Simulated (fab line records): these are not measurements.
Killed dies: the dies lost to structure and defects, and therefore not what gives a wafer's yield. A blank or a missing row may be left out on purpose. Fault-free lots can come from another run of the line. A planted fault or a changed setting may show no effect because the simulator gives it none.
Matching of chambers | flow n5-finfet | ald-sin-03 running N5_SPACER0_ALD_00: 4 sister chambers
The step deposits SiOCN, target thk 3.5 nm, pulse time 3 s, purge time 2 s. 8 wafers are shown with their chamber, then 9 later ones without.

WAFERS, EACH WITH ITS CHAMBER
wafer  | chamber | heater-power-w (W) | precursor-pulse-height-rel
L082.1 | 3       | 951                | 0.986
L082.2 | 1       | 808                | 0.992
L082.6 | 2       | 774                | 0.969
L087.4 | 3       | 934                | 1.030
L087.5 | 2       | 787                | 1.028
L088.1 | 0       | 783                | 1.007
L088.3 | 1       | 805                | 1.000
L088.6 | 0       | 787                | 0.990

WAFERS WITH NO CHAMBER GIVEN
wafer  | heater-power-w (W) | precursor-pulse-height-rel
L089.3 | 794                | 0.966
L089.4 | 786                | 1.038
L089.6 | 948                | 1.005
L092.2 | 781                | 1.027
L092.4 | 813                | 0.974
L092.5 | 798                | 1.006
L094.2 | 784                | 0.996
L094.4 | 941                | 0.975
L094.6 | 952                | 0.980

WHICH CHAMBER EACH WENT THROUGH
wafer  | from the rows above          | in truth
L089.3 | can't be placed: 0 or 1 or 2 | 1
L089.4 | can't be placed: 0 or 2 or 1 | 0
L089.6 | 3                            | 3
L092.2 | can't be placed: 2 or 0      | 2
L092.4 | 1                            | 1
L092.5 | can't be placed: 1 or 0 or 2 | 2
L094.2 | can't be placed: 0 or 2      | 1
L094.4 | 3                            | 3
L094.6 | 3                            | 3
Correct placement for 4 of the 9. Can't be placed from these rows: 5 (the true chamber is among the candidates in 4). 0 placed wrongly.
How it was worked out, from the rows above alone: a wafer's distance from a chamber is the root of the sum, over the readings, of the square of ((its reading less the chamber's mean) divided by the reading's scatter). If the next closest chamber is less than 2 further off than the closest, the wafer can't be placed; otherwise it belongs to the closest. The mean given for a chamber averages the wafers shown for that chamber. How the scatter is found: for the shown wafers, subtract from each reading the mean of its chamber, square and add these, divide the total by (wafers less chambers), then take the root.
